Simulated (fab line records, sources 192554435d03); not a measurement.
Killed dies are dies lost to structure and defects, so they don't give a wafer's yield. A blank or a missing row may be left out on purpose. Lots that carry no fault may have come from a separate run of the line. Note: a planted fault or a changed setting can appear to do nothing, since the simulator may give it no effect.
Which tool was responsible? / flow n5Finfet / 9 lots, 26 wafers sampled, at 3 steps of a route of 1938

WHAT EACH GAUGE READ, for each wafer
N5_BEOL_M4_RC_MEAS_101. Usual: DIBL_N 35.7 mV/V, standard deviation 1.5; DIBL_P 35.7 mV/V, standard deviation 2; IOFF_N 0.155 nA/um, standard deviation 0.026; IOFF_P 0.20 nA/um, standard deviation 0.031; ION_N 675 uA/um, standard deviation 11; ION_P 462 uA/um, standard deviation 7.1; SS_N 71.3 mV/dec, standard deviation 0.57; SS_P 73.1 mV/dec, standard deviation 0.56; VT_N 250 mV, standard deviation 3; VT_P -251 mV, standard deviation 3.
lot=L872; measured=day 8 17:17; on=prober-01; DIBL_N (mV/V)=37.9 37.5 35.9; DIBL_P (mV/V)=38.4 37.2 36.3; IOFF_N (nA/um)=0.208 0.182 0.166; IOFF_P (nA/um)=0.24 0.23 0.22; ION_N (uA/um)=696 671 688; ION_P (uA/um)=472 461 474; SS_N (mV/dec)=72.1 71.8 70.9; SS_P (mV/dec)=73.4 73.3 73.4; VT_N (mV)=245 247 247; VT_P (mV)=-247 -248 -249; flag=
lot=L876; measured=day 9 06:25; on=prober-01; DIBL_N (mV/V)=32.8 30.9 34.8; DIBL_P (mV/V)=32.8 30.8 34.6; IOFF_N (nA/um)=0.124 0.101 0.152; IOFF_P (nA/um)=0.17 0.14 0.19; ION_N (uA/um)=669 638 676; ION_P (uA/um)=460 444 460; SS_N (mV/dec)=71.5 69.9 71.7; SS_P (mV/dec)=72.4 71.8 72.7; VT_N (mV)=251 256 247; VT_P (mV)=-251 -255 -252; flag=
lot=L877; measured=day 10 00:43; on=prober-01; DIBL_N (mV/V)=36.2 37.4 35.3; DIBL_P (mV/V)=37.5 38.2 36.8; IOFF_N (nA/um)=0.178 0.200 0.169; IOFF_P (nA/um)=0.24 0.24 0.22; ION_N (uA/um)=685 684 686; ION_P (uA/um)=470 469 475; SS_N (mV/dec)=71.6 71.5 70.8; SS_P (mV/dec)=72.9 73.6 72.9; VT_N (mV)=246 245 247; VT_P (mV)=-247 -246 -250; flag=
lot=L878; measured=day 10 01:29; on=prober-01; DIBL_N (mV/V)=34.3 31.8 32.5; DIBL_P (mV/V)=34.2 31.0 31.7; IOFF_N (nA/um)=0.123 0.089 0.099; IOFF_P (nA/um)=0.16 0.13 0.13; ION_N (uA/um)=676 667 658; ION_P (uA/um)=456 460 453; SS_N (mV/dec)=71.0 70.7 70.8; SS_P (mV/dec)=73.0 72.3 71.9; VT_N (mV)=253 259 257; VT_P (mV)=-253 -258 -258; flag=
lot=L880; measured=day 10 08:38; on=prober-01; DIBL_N (mV/V)=34.8 36.7 36.9; DIBL_P (mV/V)=33.6 35.2 35.2; IOFF_N (nA/um)=0.122 0.161 0.152; IOFF_P (nA/um)=0.17 0.18 0.19; ION_N (uA/um)=652 677 675; ION_P (uA/um)=450 459 450; SS_N (mV/dec)=71.1 71.2 71.0; SS_P (mV/dec)=73.1 73.7 72.9; VT_N (mV)=255 248 253; VT_P (mV)=-256 -256 -256; flag=
lot=L879; measured=day 10 09:34; on=prober-01; DIBL_N (mV/V)=36.5 35.9 37.2; DIBL_P (mV/V)=35.5 34.9 35.3; IOFF_N (nA/um)=0.148 0.127 0.156; IOFF_P (nA/um)=0.22 0.20 0.22; ION_N (uA/um)=666 666 662; ION_P (uA/um)=462 464 453; SS_N (mV/dec)=71.8 71.2 71.4; SS_P (mV/dec)=73.4 73.2 73.3; VT_N (mV)=252 252 254; VT_P (mV)=-249 -250 -246; flag=
lot=L881; measured=day 10 16:27; on=prober-01; DIBL_N (mV/V)=34.5 37.3 37.2; DIBL_P (mV/V)=35.2 38.2 37.7; IOFF_N (nA/um)=0.134 0.171 0.164; IOFF_P (nA/um)=0.16 0.20 0.20; ION_N (uA/um)=678 684 682; ION_P (uA/um)=463 462 461; SS_N (mV/dec)=71.0 72.0 71.2; SS_P (mV/dec)=72.7 74.3 74.1; VT_N (mV)=251 247 250; VT_P (mV)=-255 -254 -252; flag=
lot=L886; measured=day 11 20:23; on=prober-02; DIBL_N (mV/V)=37.2 37.9 36.4; DIBL_P (mV/V)=36.8 38.4 36.6; IOFF_N (nA/um)=0.162 0.173 0.152; IOFF_P (nA/um)=0.21 0.23 0.21; ION_N (uA/um)=670 679 672; ION_P (uA/um)=459 462 456; SS_N (mV/dec)=71.5 71.5 72.0; SS_P (mV/dec)=73.0 73.5 72.5; VT_N (mV)=253 250 251; VT_P (mV)=-248 -249 -250; flag=
lot=L893; measured=day 14 00:10; on=prober-01; DIBL_N (mV/V)=36.4 37.0; DIBL_P (mV/V)=38.0 39.4; IOFF_N (nA/um)=0.163 0.172; IOFF_P (nA/um)=0.20 0.22; ION_N (uA/um)=666 676; ION_P (uA/um)=459 464; SS_N (mV/dec)=71.1 71.1; SS_P (mV/dec)=73.1 73.1; VT_N (mV)=246 249; VT_P (mV)=-252 -251; flag=

N5_BEOL_M6_OVL_MEAS_29. Usual: V5_OVL gives -0.3 nm (standard deviation 0.64).
lot=L872; measured=day 9 13:19; on=overlay-01; V5_OVL (nm)=0.1 0.1 2.0; flag=
lot=L876; measured=day 10 01:08; on=overlay-01; V5_OVL (nm)=-0.9 -0.3 0.0; flag=
lot=L877; measured=day 10 17:18; on=overlay-02; V5_OVL (nm)=-0.4 -0.8 0.3; flag=
lot=L878; measured=day 10 20:02; on=overlay-02; V5_OVL (nm)=-0.3 -1.1 0.1; flag=
lot=L880; measured=day 11 00:36; on=overlay-01; V5_OVL (nm)=-0.9 -1.1 -1.5; flag=
lot=L879; measured=day 11 04:33; on=overlay-02; V5_OVL (nm)=0.3 -0.9 -0.7; flag=
lot=L881; measured=day 11 11:00; on=overlay-01; V5_OVL (nm)=0.5 0.3 0.9; flag=
lot=L886; measured=day 12 15:02; on=overlay-01; V5_OVL (nm)=0.3 0.3 -0.3; flag=
lot=L893; measured=day 14 20:03; on=overlay-01; V5_OVL (nm)=-1.5 -0.9; flag=

TOOL THAT RAN EACH LOT (tool first, then ch and the chambers of the sampled wafers, then the start)
lot=L872; N5_BEOL_M6_DESCUM_16=rieDiel-01 ch 0,1, day 9 11:05
lot=L876; N5_BEOL_M6_DESCUM_16=rieDiel-03 ch 0,1,3, day 10 00:20
lot=L877; N5_BEOL_M6_DESCUM_16=rieDiel-06 ch 2,3, day 10 15:54
lot=L878; N5_BEOL_M6_DESCUM_16=rieDiel-01 ch 0,2, day 10 17:36
lot=L880; N5_BEOL_M6_DESCUM_16=rieDiel-03 ch 0,2,3, day 10 23:40
lot=L879; N5_BEOL_M6_DESCUM_16=rieDiel-01 ch 1,2, day 11 01:43
lot=L881; N5_BEOL_M6_DESCUM_16=rieDiel-03 ch 1,3, day 11 09:41
lot=L886; N5_BEOL_M6_DESCUM_16=rieDiel-03 ch 1,2, day 12 13:43
lot=L893; N5_BEOL_M6_DESCUM_16=rieDiel-06 ch 0,2, day 14 15:51
- N5_BEOL_M6_DESCUM_16: chemistry O2, time 7.9 s.

AS READ BY THE TOOLS THEMSELVES (means over the sampled wafers that have a number; for cases with no such wafer, the mark the record gives instead)
N5_BEOL_M6_DESCUM_16. Usual: drypumpMotorCurrentA 5.8 A, standard deviation 0.51; oesProductAu 0.82 a.u., standard deviation 0.095; rfVppV 244.0 V, standard deviation 1.3; showerheadPlenumPTorr 2.14 Torr, standard deviation 0.07; throttleValvePct 20.32 %, standard deviation 0.26.
lot=L872; tool=rieDiel-01; drypumpMotorCurrentA (A)=5.9; oesProductAu (a.u.)=0.71; rfVppV (V)=242.9; showerheadPlenumPTorr (Torr)=2.04; throttleValvePct (%)=20.23; flag=
lot=L876; tool=rieDiel-03; drypumpMotorCurrentA (A)=5.5; oesProductAu (a.u.)=0.80; rfVppV (V)=242.8; showerheadPlenumPTorr (Torr)=2.10; throttleValvePct (%)=20.40; flag=
lot=L877; tool=rieDiel-06; drypumpMotorCurrentA (A)=6.0; oesProductAu (a.u.)=0.97; rfVppV (V)=243.4; showerheadPlenumPTorr (Torr)=2.11; throttleValvePct (%)=20.10; flag=
lot=L878; tool=rieDiel-01; drypumpMotorCurrentA (A)=5.9; oesProductAu (a.u.)=0.78; rfVppV (V)=244.0; showerheadPlenumPTorr (Torr)=2.19; throttleValvePct (%)=20.21; flag=
lot=L880; tool=rieDiel-03; drypumpMotorCurrentA (A)=5.4; oesProductAu (a.u.)=0.82; rfVppV (V)=242.8; showerheadPlenumPTorr (Torr)=2.09; throttleValvePct (%)=20.52; flag=
lot=L879; tool=rieDiel-01; drypumpMotorCurrentA (A)=5.4; oesProductAu (a.u.)=0.87; rfVppV (V)=245.1; showerheadPlenumPTorr (Torr)=2.20; throttleValvePct (%)=20.02; flag=
lot=L881; tool=rieDiel-03; drypumpMotorCurrentA (A)=5.7; oesProductAu (a.u.)=0.73; rfVppV (V)=242.9; showerheadPlenumPTorr (Torr)=2.12; throttleValvePct (%)=20.55; flag=
lot=L886; tool=rieDiel-03; drypumpMotorCurrentA (A)=5.2; oesProductAu (a.u.)=0.75; rfVppV (V)=243.9; showerheadPlenumPTorr (Torr)=2.13; throttleValvePct (%)=20.71; flag=
lot=L893; tool=rieDiel-06; drypumpMotorCurrentA (A)=6.0; oesProductAu (a.u.)=0.93; rfVppV (V)=242.8; showerheadPlenumPTorr (Torr)=2.09; throttleValvePct (%)=20.08; flag=

THE ANSWER, worked out from the rows above alone
Rule: a lot counts as off when the mean over its wafers that have a number is more than 3 standard deviations away from the usual mean. Also off: a lot with no number at a reading for which 4 or more lots have one. All remaining lots with rows at the step are treated as sound. First the gauges in route order, then the tools' own readings, where a lot's mean is used as printed above. The first step at which some lot is off is used, and at that step the reading that is off furthest; a lot without a number counts as furthest.
None of the lots is off at any reading shown; this tells nothing.

WHAT WAS PUT IN BY THE SIMULATOR
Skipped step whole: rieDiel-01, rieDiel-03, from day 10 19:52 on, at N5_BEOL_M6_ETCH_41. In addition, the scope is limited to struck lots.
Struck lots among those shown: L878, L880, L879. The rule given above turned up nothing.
